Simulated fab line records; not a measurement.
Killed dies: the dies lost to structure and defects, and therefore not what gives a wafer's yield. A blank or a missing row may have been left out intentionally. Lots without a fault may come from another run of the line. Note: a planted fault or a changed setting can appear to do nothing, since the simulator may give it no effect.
What tool caused it? ; flow n5Finfet ; 31 wafers sampled from 11 lots at 1 step of a route of 1938

## WHAT THE GAUGES SHOWED, per wafer
N5_BEOL_M4_RC_MEAS_101.
lot;measured;on;DIBL_N (mV/V)
L800;day 8 12:00;prober-01;34.8 35.9 33.8
L801;day 8 14:39;prober-02;35.5 34.7
L802;day 9 00:58;prober-02;34.9 32.3 33.7
L803;day 9 07:43;prober-02;35.4 34.4 36.6
L807;day 10 06:55;prober-01;32.7 35.6
L808;day 10 14:43;prober-01;36.8 38.7 37.9
L810;day 10 17:42;prober-02;37.6 37.4 33.8
L809;day 10 20:29;prober-01;37.3 34.3 36.1
L818;day 12 19:22;prober-01;35.7 33.7 36.3
L819;day 13 00:59;prober-02;36.6 35.3 35.5
L820;day 13 12:37;prober-02;36.8 38.7 39.1

## WHAT TOOL EACH LOT RAN ON (gives the tool, then ch and the chambers of the sampled wafers, and finally the start)
Before these readings, the record contains no process step.

## THE ANSWER, worked out from the rows above alone
Rule: the usual values come from the lots themselves. The widest of any qualifying gaps counts: lots, ordered by their means at a reading, are off when they make up no more than a third of the lots, leave a main group of 4 or more, and stand apart from it by 3 or more times the standard deviation of that group's means. A main group whose means are all the same, to the digits that the tables above print for the reading, isn't used. A lot without any number at a reading at which 4 lots or more have one is off too. Where the step has rows for the other lots, those lots are counted as sound.
No lot is off on any of the readings shown, so nothing can be concluded from this.

## WHAT THE SIMULATOR PUT IN
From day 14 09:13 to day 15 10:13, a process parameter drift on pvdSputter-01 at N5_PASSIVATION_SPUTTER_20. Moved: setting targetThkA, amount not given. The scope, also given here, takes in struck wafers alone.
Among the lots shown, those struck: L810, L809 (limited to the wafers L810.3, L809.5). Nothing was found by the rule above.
